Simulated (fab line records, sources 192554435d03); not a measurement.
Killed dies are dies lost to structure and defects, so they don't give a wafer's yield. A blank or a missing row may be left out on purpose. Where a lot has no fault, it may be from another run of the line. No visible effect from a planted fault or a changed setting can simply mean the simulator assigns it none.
Chamber matching || flow n5 finfet || N5_BEOL_M8_ALD_77 on ald metal-02: 4 sister chambers
The step deposits TaN, target thk 2 nm, pulse time 2 s, purge time 3 s. 4 wafers are shown with their chamber, then 12 later ones without.

EACH WAFER AND ITS CHAMBER
{"wafer": "L089.3", "chamber": 0, "heater power w (W)": 352}
{"wafer": "L088.3", "chamber": 1, "heater power w (W)": 306}
{"wafer": "L088.5", "chamber": 2, "heater power w (W)": 335}
{"wafer": "L088.6", "chamber": 3, "heater power w (W)": 434}

WAFERS WITHOUT THEIR CHAMBER
{"wafer": "L092.2", "heater power w (W)": 360}
{"wafer": "L092.3", "heater power w (W)": 441}
{"wafer": "L092.6", "heater power w (W)": 439}
{"wafer": "L093.1", "heater power w (W)": 449}
{"wafer": "L093.2", "heater power w (W)": 363}
{"wafer": "L093.3", "heater power w (W)": 301}
{"wafer": "L093.4", "heater power w (W)": 330}
{"wafer": "L093.5", "heater power w (W)": 335}
{"wafer": "L093.6", "heater power w (W)": 298}
{"wafer": "L095.2", "heater power w (W)": 426}
{"wafer": "L095.4", "heater power w (W)": 320}
{"wafer": "L095.5", "heater power w (W)": 338}

CHAMBER TAKEN BY EACH
{"wafer": "L092.2", "from the rows above": 0, "in truth": 0}
{"wafer": "L092.3", "from the rows above": 3, "in truth": 3}
{"wafer": "L092.6", "from the rows above": 3, "in truth": 3}
{"wafer": "L093.1", "from the rows above": 3, "in truth": 3}
{"wafer": "L093.2", "from the rows above": "can't be placed: 0 or 2", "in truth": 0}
{"wafer": "L093.3", "from the rows above": 1, "in truth": 1}
{"wafer": "L093.4", "from the rows above": 2, "in truth": 2}
{"wafer": "L093.5", "from the rows above": 2, "in truth": 2}
{"wafer": "L093.6", "from the rows above": 1, "in truth": 1}
{"wafer": "L095.2", "from the rows above": 3, "in truth": 3}
{"wafer": "L095.4", "from the rows above": "can't be placed: 1 or 2", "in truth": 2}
{"wafer": "L095.5", "from the rows above": "can't be placed: 2 or 0", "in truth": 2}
Correctly placed: 9 of 12. Not placeable from these rows: 3 (in 3, the candidates include the true chamber). Placed wrongly: 0.
How it was worked out, from the rows above alone: a wafer's distance from a chamber is the root of the sum, over the readings, of the square of ((its reading less the chamber's mean) divided by the reading's scatter). If the next closest chamber is less than 2 further off than the closest, the wafer can't be placed; otherwise it belongs to the closest. Each chamber's mean is taken over the wafers shown for it. The scatter: root of mean squared gap, hidden wafer to nearest shown wafer, with one shown wafer a chamber.
